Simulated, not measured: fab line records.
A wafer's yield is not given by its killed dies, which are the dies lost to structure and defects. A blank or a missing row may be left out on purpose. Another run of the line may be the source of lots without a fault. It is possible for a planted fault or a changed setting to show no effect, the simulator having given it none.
The tool behind it: which one? -- flow n5 finfet -- 24 lots, 72 wafers sampled, at 5 steps of a route of 1938

== WHAT THE GAUGES READ, wafer by wafer ==
N5_BEOL_M14_INSPECT_30: inspects for defects (macro). Usual: raw defect count reads 2.1 (standard deviation 1.4).
lot,measured,on,raw defect count,flag
L076,day 11 11:11,defect inspect-02,3 1 2,
L074,day 11 13:36,defect inspect-02,3 2 1,
L075,day 11 19:01,defect inspect-02,1 0 2,
L077,day 12 07:04,defect inspect-02,4 1 1,
L078,day 12 09:59,defect inspect-02,1 2 1,
L079,day 12 17:14,defect inspect-02,4 1 4,
L080,day 12 20:58,defect inspect-02,6 1 2,
L081,day 13 07:29,defect inspect-02,3 4 2,
L083,day 13 12:23,defect inspect-01,3 1 3,
L082,day 13 13:31,defect inspect-02,0 3 2,
L084,day 13 19:03,defect inspect-01,7 5 1,
L085,day 14 20:32,defect inspect-01,2 1 4,
L086,day 14 21:22,defect inspect-01,2 3 2,
L088,day 14 21:49,defect inspect-02,3 4 1,
L091,day 14 22:21,defect inspect-01,2 2 3,
L087,day 15 00:14,defect inspect-02,3 2 3,
L090,day 15 06:33,defect inspect-02,2 7 4,
L089,day 15 09:46,defect inspect-01,1 2 0,
L094,day 16 06:16,defect inspect-02,1 3 1,
L092,day 16 07:46,defect inspect-01,1 0 1,
L095,day 16 10:56,defect inspect-01,2 4 0,
L093,day 16 11:14,defect inspect-01,4 2 1,
L096,day 16 23:48,defect inspect-02,1 2 1,
L097,day 17 00:52,defect inspect-01,3 2 6,

N5_BEOL_M15_THK_MEAS_50: measures by xrf. Usual: M15_THK gives 839 nm (standard deviation 17).
lot,measured,on,M15_THK (nm),flag
L076,day 11 21:44,film metro-02,834 831 831,
L074,day 12 01:12,film metro-02,848 853 845,
L075,day 12 04:59,film metro-02,842 852 853,
L077,day 12 19:17,film metro-02,859 859 862,
L078,day 12 19:44,film metro-01,826 808 799,
L079,day 13 06:13,film metro-01,861 841 864,
L080,day 13 07:19,film metro-01,819 827 815,
L081,day 13 18:47,film metro-02,863 850 860,
L083,day 13 23:42,film metro-02,831 816 817,
L082,day 14 00:25,film metro-02,832 822 825,
L084,day 14 05:39,film metro-02,858 849 864,
L085,day 15 07:37,film metro-02,851 859 853,
L086,day 15 08:08,film metro-01,828 819 826,
L088,day 15 10:04,film metro-01,830 854 831,
L091,day 15 10:22,film metro-02,839 861 839,
L087,day 15 10:46,film metro-01,853 845 856,
L090,day 15 17:35,film metro-01,849 848 842,
L089,day 15 23:24,film metro-01,825 823 822,
L094,day 16 14:38,film metro-02,833 816 832,
L092,day 16 21:33,film metro-01,831 833 835,
L095,day 16 21:35,film metro-02,852 863 853,
L093,day 16 22:09,film metro-02,849 848 869,
L096,day 17 12:53,film metro-01,815 856 805,
L097,day 17 13:02,film metro-01,822 834 828,

== WHICH TOOL RAN EACH LOT (tool, then ch and the chambers of the sampled wafers, then the start) ==
lot,N5_BEOL_M15_DESCUM_15,N5_BEOL_M15_TRENCH_ETCH_34,N5_BEOL_M15_SPUTTER_45
L076,"rie diel-05 ch 0,1,3, day 11 17:32","rie diel-05 ch 1,3, day 11 19:19","pvd sputter-03, day 11 20:47"
L074,"rie diel-01 ch 0,1, day 11 17:34","rie diel-04 ch 1,3, day 11 19:22","pvd sputter-02, day 12 00:14"
L075,"rie diel-05 ch 0,1,3, day 11 23:49","rie diel-04 ch 1,3, day 12 01:34","pvd sputter-01, day 12 04:02"
L077,"rie diel-04 ch 0,1,2, day 12 13:29","rie diel-04 ch 0,1,2, day 12 15:40","pvd sputter-03, day 12 18:20"
L078,"rie diel-04 ch 0,1,3, day 12 14:29","rie diel-05 ch 0,2, day 12 16:02","pvd sputter-03, day 12 18:47"
L079,"rie diel-05 ch 1,2, day 12 22:30","rie diel-04 ch 1,2,3, day 13 00:13","pvd sputter-01, day 13 05:16"
L080,"rie diel-05 ch 1,2, day 13 01:50","rie diel-01 ch 0,1,2, day 13 03:33","pvd sputter-01, day 13 06:22"
L081,"rie diel-05 ch 1,2, day 13 13:20","rie diel-04 ch 0,3, day 13 15:05","pvd sputter-02, day 13 17:46"
L083,"rie diel-04 ch 1,2, day 13 17:07","rie diel-05 ch 0,1, day 13 19:01","pvd sputter-01, day 13 21:40"
L082,"rie diel-04 ch 0,1,2, day 13 17:32","rie diel-01 ch 0,2, day 13 19:13","pvd sputter-02, day 13 22:01"
L084,"rie diel-04 ch 1,2, day 14 00:16","rie diel-04 ch 2,3, day 14 02:23","pvd sputter-03, day 14 04:25"
L085,"rie diel-04 ch 1,2,3, day 15 00:58","rie diel-04 ch 0,1,2, day 15 02:46","pvd sputter-03, day 15 06:39"
L086,"rie diel-01 ch 0,2,3, day 15 03:03","rie diel-01 ch 0,1,3, day 15 04:56","pvd sputter-03, day 15 07:10"
L088,"rie diel-04 ch 1,2, day 15 03:26","rie diel-04 ch 0,3, day 15 05:05","pvd sputter-02, day 15 09:05"
L091,"rie diel-01 ch 0,1,3, day 15 04:26","rie diel-05 ch 1,2,3, day 15 06:02","pvd sputter-01, day 15 09:22"
L087,"rie diel-04 ch 0,1, day 15 04:29","rie diel-04 ch 0,1,3, day 15 06:04","pvd sputter-03, day 15 09:49"
L090,"rie diel-05 ch 0,1,2, day 15 11:49","rie diel-04 ch 2,3, day 15 13:22","pvd sputter-02, day 15 16:16"
L089,"rie diel-01 ch 0,3, day 15 18:01","rie diel-01 ch 1,2,3, day 15 19:56","pvd sputter-01, day 15 22:27"
L094,"rie diel-05 ch 1,2,3, day 16 09:46","rie diel-01 ch 0,2,3, day 16 11:26","pvd sputter-01, day 16 13:41"
L092,"rie diel-05 ch 0,1,2, day 16 13:01","rie diel-04 ch 0,1, day 16 14:49","pvd sputter-01, day 16 20:35"
L095,"rie diel-04 ch 0,1, day 16 15:29","rie diel-05 ch 1,3, day 16 17:02","pvd sputter-02, day 16 20:38"
L093,"rie diel-05 ch 1,2, day 16 16:20","rie diel-05 ch 1,2,3, day 16 18:00","pvd sputter-02, day 16 21:00"
L096,"rie diel-01 ch 1,2,3, day 17 05:47","rie diel-05 ch 0,3, day 17 09:29","pvd sputter-03, day 17 11:56"
L097,"rie diel-05 ch 1,2,3, day 17 05:57","rie diel-01 ch 0,1, day 17 09:32","pvd sputter-02, day 17 11:58"
- N5_BEOL_M15_DESCUM_15: chemistry O2, time 7.9 s.
- N5_BEOL_M15_TRENCH_ETCH_34: etches SiO2 in C4F8/O2/Ar, target depth 872.93 nm, time 199 s.
- N5_BEOL_M15_SPUTTER_45: material Cu, target thk 100 nm, time 16.67 s.

== WHAT THE TOOLS THEMSELVES READ (means of the sampled wafers that have a number; where no wafer has one, the mark that the record gives instead) ==
N5_BEOL_M15_DESCUM_15. Usual: drypump motor current A is 5.7 A with standard deviation 0.39, oes product au is 0.79 a.u. with standard deviation 0.064, rf fwd power W is 49.42 W with standard deviation 0.22, rf vpp V is 243.6 V with standard deviation 1.4, showerhead plenum p Torr is 2.12 Torr with standard deviation 0.075, temp c is 39.98 C with standard deviation 0.11, and throttle valve pct is 20.45 % with standard deviation 0.2.
lot,tool,drypump motor current A (A),oes product au (a.u.),rf fwd power W (W),rf vpp V (V),showerhead plenum p Torr (Torr),temp c (C),throttle valve pct (%),flag
L076,rie diel-05,6.1,0.79,49.46,243.5,2.10,39.96,20.47,
L074,rie diel-01,6.2,0.78,49.57,243.0,2.06,40.10,20.21,
L075,rie diel-05,6.1,0.79,49.50,243.6,2.10,39.98,20.47,
L077,rie diel-04,5.5,0.81,49.32,244.6,2.17,40.01,20.32,
L078,rie diel-04,5.6,0.82,49.34,244.9,2.18,39.89,20.44,
L079,rie diel-05,5.6,0.76,49.31,243.9,2.07,40.07,20.65,
L080,rie diel-05,5.6,0.76,49.26,243.1,2.07,39.87,20.65,
L081,rie diel-05,5.8,0.76,49.50,242.8,2.04,39.97,20.63,
L083,rie diel-04,5.7,0.85,49.48,244.8,2.21,39.93,20.23,
L082,rie diel-04,5.5,0.80,49.36,244.7,2.16,40.07,20.33,
L084,rie diel-04,5.7,0.84,49.45,244.7,2.21,39.93,20.23,
L085,rie diel-04,5.7,0.84,49.42,244.6,2.22,39.98,20.37,
L086,rie diel-01,5.7,0.73,49.42,242.7,2.08,39.97,20.52,
L088,rie diel-04,5.7,0.83,49.47,244.0,2.21,40.01,20.24,
L091,rie diel-01,6.2,0.74,49.29,242.6,2.08,40.02,20.33,
L087,rie diel-04,5.3,0.75,49.51,243.6,2.11,39.98,20.45,
L090,rie diel-05,5.8,0.78,49.42,242.6,2.08,39.97,20.61,
L089,rie diel-01,6.0,0.72,49.46,243.2,2.10,39.96,20.42,
L094,rie diel-05,5.9,0.80,49.39,243.5,2.07,39.99,20.45,
L092,rie diel-05,5.8,0.76,49.25,243.3,2.08,40.01,20.63,
L095,rie diel-04,5.4,0.74,49.66,244.0,2.11,39.95,20.46,
L093,rie diel-05,5.6,0.74,49.28,242.4,2.06,40.05,20.70,
L096,rie diel-01,5.8,0.74,49.25,242.3,2.03,40.00,20.43,
L097,rie diel-05,5.9,0.80,49.45,242.4,2.07,40.02,20.46,

N5_BEOL_M15_TRENCH_ETCH_34. Usual: drypump motor current A 5.7 A, standard deviation 0.38; mfc ar sccm 399.8 sccm, standard deviation 1.2; oes_ar_750_au 0.79 a.u., standard deviation 0.056; oes product au 0.79 a.u., standard deviation 0.064; rf fwd power W 1900 W, standard deviation 6.5; rf vpp V 2219 V, standard deviation 37; showerhead plenum p Torr 3.49 Torr, standard deviation 0.11; throttle valve pct 30.89 %, standard deviation 0.19.
lot,tool,drypump motor current A (A),mfc ar sccm (sccm),oes_ar_750_au (a.u.),oes product au (a.u.),rf fwd power W (W),rf vpp V (V),showerhead plenum p Torr (Torr),throttle valve pct (%),flag
L076,rie diel-05,6.2,399.9,0.75,0.74,1903,2191,3.39,31.01,
L074,rie diel-04,5.8,399.2,0.85,0.86,1900,2234,3.61,30.95,
L075,rie diel-04,5.8,399.5,0.86,0.87,1901,2236,3.62,30.87,
L077,rie diel-04,5.5,400.2,0.80,0.81,1889,2220,3.56,30.84,
L078,rie diel-05,5.7,400.2,0.83,0.83,1893,2263,3.47,30.93,
L079,rie diel-04,5.7,399.2,0.84,0.85,1898,2244,3.62,30.81,
L080,rie diel-01,5.8,399.9,0.75,0.75,1901,2193,3.40,30.93,
L081,rie diel-04,5.3,399.6,0.78,0.78,1899,2192,3.49,30.88,
L083,rie diel-05,6.0,399.5,0.82,0.82,1889,2235,3.43,31.01,
L082,rie diel-01,5.8,399.3,0.73,0.73,1898,2210,3.46,30.93,
L084,rie diel-04,5.6,398.2,0.84,0.86,1906,2254,3.63,30.67,
L085,rie diel-04,5.5,400.2,0.79,0.79,1905,2218,3.55,30.86,
L086,rie diel-01,6.1,398.8,0.73,0.73,1893,2199,3.43,30.84,
L088,rie diel-04,5.3,400.0,0.76,0.76,1904,2190,3.49,30.88,
L091,rie diel-05,5.9,400.1,0.81,0.81,1902,2216,3.41,30.88,
L087,rie diel-04,5.6,399.5,0.79,0.79,1900,2212,3.54,30.94,
L090,rie diel-04,5.6,398.8,0.82,0.84,1902,2252,3.62,30.67,
L089,rie diel-01,5.8,399.9,0.75,0.75,1901,2184,3.36,30.98,
L094,rie diel-01,5.8,401.1,0.72,0.72,1902,2202,3.42,30.98,
L092,rie diel-04,5.4,399.0,0.75,0.74,1901,2187,3.47,30.96,
L095,rie diel-05,6.1,400.1,0.80,0.80,1897,2189,3.37,30.96,
L093,rie diel-05,5.9,400.2,0.80,0.80,1905,2216,3.40,30.89,
L096,rie diel-05,6.0,399.4,0.84,0.85,1897,2220,3.47,30.77,
L097,rie diel-01,6.2,399.7,0.71,0.71,1897,2206,3.44,30.84,

N5_BEOL_M15_SPUTTER_45. Usual: bias v 60.0 V, standard deviation 0.6; throttle valve pct 30.1 %, standard deviation 0.67.
lot,tool,bias v (V),throttle valve pct (%),flag
L076,pvd sputter-03,60.1,29.7,
L074,pvd sputter-02,59.8,30.1,
L075,pvd sputter-01,60.0,30.2,
L077,pvd sputter-03,59.9,29.8,
L078,pvd sputter-03,59.5,30.9,
L079,pvd sputter-01,59.5,30.3,
L080,pvd sputter-01,59.9,29.9,
L081,pvd sputter-02,60.4,30.5,
L083,pvd sputter-01,59.8,30.2,
L082,pvd sputter-02,59.6,29.8,
L084,pvd sputter-03,59.9,29.8,
L085,pvd sputter-03,59.4,29.8,
L086,pvd sputter-03,59.2,29.7,
L088,pvd sputter-02,60.1,29.8,
L091,pvd sputter-01,59.6,30.2,
L087,pvd sputter-03,60.0,30.8,
L090,pvd sputter-02,60.3,30.2,
L089,pvd sputter-01,59.6,29.9,
L094,pvd sputter-01,61.0,30.3,
L092,pvd sputter-01,60.6,29.5,
L095,pvd sputter-02,60.0,29.3,
L093,pvd sputter-02,60.0,29.9,
L096,pvd sputter-03,60.2,30.8,
L097,pvd sputter-02,60.1,30.1,

== THE ANSWER, worked out from the rows above alone ==
Rule: lot off if the mean of its wafers having a number is beyond 3 standard deviations from the usual mean. A lot without any number at a reading at which 4 lots or more have one is off too. Where the step has rows for the other lots, those lots are counted as sound. After the gauges, taken in route order, come the tools' own readings; for these a lot's mean is taken, as printed above. The first step at which some lot is off is used, and at that step the reading that is off furthest; a lot without a number counts as furthest.
No lot is off on any of the readings shown, so nothing can be concluded from this.

== WHAT WAS PUT IN BY THE SIMULATOR ==
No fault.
